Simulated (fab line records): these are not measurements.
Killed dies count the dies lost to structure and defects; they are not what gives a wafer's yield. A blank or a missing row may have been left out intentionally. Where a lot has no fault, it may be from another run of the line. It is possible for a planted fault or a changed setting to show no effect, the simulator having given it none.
Chamber matching | flow n5 finfet | rie diel-01 running N5_HKMG_FIN_ETCH_31: 4 sister chambers
The step etches SiARC in CF4, target depth 45.5 nm, time 75.8 s. 4 wafers are shown with their chamber, then 10 later ones without.

== EACH WAFER AND ITS CHAMBER ==
wafer  | chamber | showerhead plenum p Torr (Torr)
L075.3 | 2       | 2.15
L084.5 | 1       | 2.09
L091.4 | 0       | 2.06
L091.5 | 3       | 2.08

== WAFERS MISSING THEIR CHAMBER ==
wafer  | showerhead plenum p Torr (Torr)
L091.6 | 2.14
L092.1 | 2.14
L092.3 | 2.08
L092.4 | 2.06
L094.1 | 2.06
L094.3 | 2.08
L094.5 | 2.06
L097.2 | 2.07
L097.3 | 2.08
L097.5 | 2.07

== THE CHAMBER EACH PASSED THROUGH ==
wafer  | from the rows above          | in truth
L091.6 | 2                            | 2
L092.1 | 2                            | 2
L092.3 | can't be placed: 3 or 1      | 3
L092.4 | 0                            | 0
L094.1 | 0                            | 0
L094.3 | can't be placed: 3 or 1      | 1
L094.5 | 0                            | 0
L097.2 | can't be placed: 0 or 3 or 1 | 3
L097.3 | can't be placed: 3 or 1      | 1
L097.5 | can't be placed: 0 or 3 or 1 | 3
5 of 10 placed correctly. From these rows, 5 cannot be placed; in 5 the true chamber is one of the candidates. Placed wrongly: 0.
How it was worked out, from the rows above alone: a wafer's distance from a chamber is the root of the sum, over the readings, of the square of ((its reading less the chamber's mean) divided by the reading's scatter). If the next closest chamber is less than 2 further off than the closest, the wafer can't be placed; otherwise it belongs to the closest. Each chamber's mean is taken over the wafers shown for it. The scatter: root of mean squared gap, hidden wafer to nearest shown wafer, with one shown wafer a chamber.
